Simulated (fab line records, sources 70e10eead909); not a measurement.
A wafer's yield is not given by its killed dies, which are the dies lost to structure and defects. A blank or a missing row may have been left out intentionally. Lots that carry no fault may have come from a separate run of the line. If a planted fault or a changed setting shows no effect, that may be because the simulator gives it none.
Matching of chambers ; flow nandHarc ; NHARC_A_CHANNEL_FILL_D1_CMP_10 on cmp-01: 4 sister chambers
The step polishes, target thk 150 nm. 8 wafers are shown with their chamber, then 9 later ones without.

WAFERS PAIRED WITH THEIR CHAMBERS
wafer;chamber;motorCurrentA (A);timeToEndpointS (s)
L083.4;3;11.6;15.4
L083.6;2;13.6;17.0
L087.1;1;11.6;18.9
L087.2;2;13.2;18.8
L087.4;3;11.1;18.8
L088.1;0;11.9;13.3
L088.5;1;11.1;14.1
L088.6;0;12.0;11.6

WAFERS WITHOUT THEIR CHAMBER
wafer;motorCurrentA (A);timeToEndpointS (s)
L094.1;11.3;14.6
L094.4;10.8;16.8
L094.6;11.1;15.2
L096.3;12.8;15.8
L096.5;11.4;13.1
L096.6;11.1;15.3
L097.1;11.5;12.3
L097.2;11.2;13.2
L097.4;13.2;15.5

EACH ONE'S CHAMBER
wafer;from the rows above;in truth
L094.1;can't be placed: 1 or 3 or 0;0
L094.4;can't be placed: 1 or 3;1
L094.6;can't be placed: 1 or 3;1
L096.3;can't be placed: 2 or 0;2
L096.5;can't be placed: 1 or 3 or 0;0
L096.6;can't be placed: 1 or 3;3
L097.1;can't be placed: 0 or 1 or 3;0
L097.2;can't be placed: 1 or 3 or 0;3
L097.4;2;2
1 of 9 placed correctly. From these rows, 8 cannot be placed; in 8 the true chamber is one of the candidates. Wrongly placed: 0.
How it was worked out, from the rows above alone: a wafer's distance from a chamber is the root of the sum, over the readings, of the square of ((its reading less the chamber's mean) divided by the reading's scatter). If the next closest chamber is less than 2 further off than the closest, the wafer can't be placed; otherwise it belongs to the closest. For every chamber, the mean is computed from those of its wafers that are shown. The scatter: take each reading less its chamber's mean, square it, sum over the shown wafers, divide by the number of wafers less the number of chambers, and take the root.
